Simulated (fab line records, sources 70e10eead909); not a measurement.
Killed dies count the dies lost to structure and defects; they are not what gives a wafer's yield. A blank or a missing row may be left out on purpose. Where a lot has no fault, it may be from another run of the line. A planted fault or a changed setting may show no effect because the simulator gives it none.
Matching of chambers | flow nand-harc | NHARC_P_GATE_DESCUM_61 on rie-diel-08: 4 sister chambers
The step chemistry O2, time 3 s. 8 wafers are shown with their chamber, then 8 later ones without.

== EACH WAFER AND ITS CHAMBER ==
wafer  | chamber | drypump-motor-current-A (A) | oes-product-au (a.u.)
L356.3 | 3       | 5.2                         | 1.000
L355.2 | 1       | 6.5                         | 1.007
L355.4 | 3       | 5.2                         | 1.004
L355.5 | 0       | 5.5                         | 1.027
L359.2 | 1       | 6.6                         | 1.008
L359.3 | 2       | 6.1                         | 0.995
L359.4 | 0       | 5.6                         | 1.018
L361.1 | 2       | 6.0                         | 1.007

== WAFERS WITHOUT THEIR CHAMBER ==
wafer  | drypump-motor-current-A (A) | oes-product-au (a.u.)
L361.4 | 6.6                         | 0.998
L361.5 | 5.6                         | 1.026
L365.1 | 6.6                         | 1.002
L365.3 | 5.5                         | 1.021
L365.4 | 6.0                         | 1.000
L371.3 | 6.6                         | 1.000
L371.5 | 5.2                         | 0.985
L371.6 | 5.6                         | 1.014

== EACH ONE'S CHAMBER ==
wafer  | from the rows above | in truth
L361.4 | 1                   | 1
L361.5 | 0                   | 0
L365.1 | 1                   | 1
L365.3 | 0                   | 0
L365.4 | 2                   | 2
L371.3 | 1                   | 1
L371.5 | 3                   | 3
L371.6 | 0                   | 0
Correct placement for 8 of the 8. Left unplaced by these rows: 0. Wrongly placed: 0.
How it was worked out, from the rows above alone: a wafer's distance from a chamber is the root of the sum, over the readings, of the square of ((its reading less the chamber's mean) divided by the reading's scatter). If the next closest chamber is less than 2 further off than the closest, the wafer can't be placed; otherwise it belongs to the closest. Each chamber's mean is taken over the wafers shown for it. The scatter: the root of (the sum of the squares of (reading less its chamber's mean) over the shown wafers, divided by (wafers less chambers)).
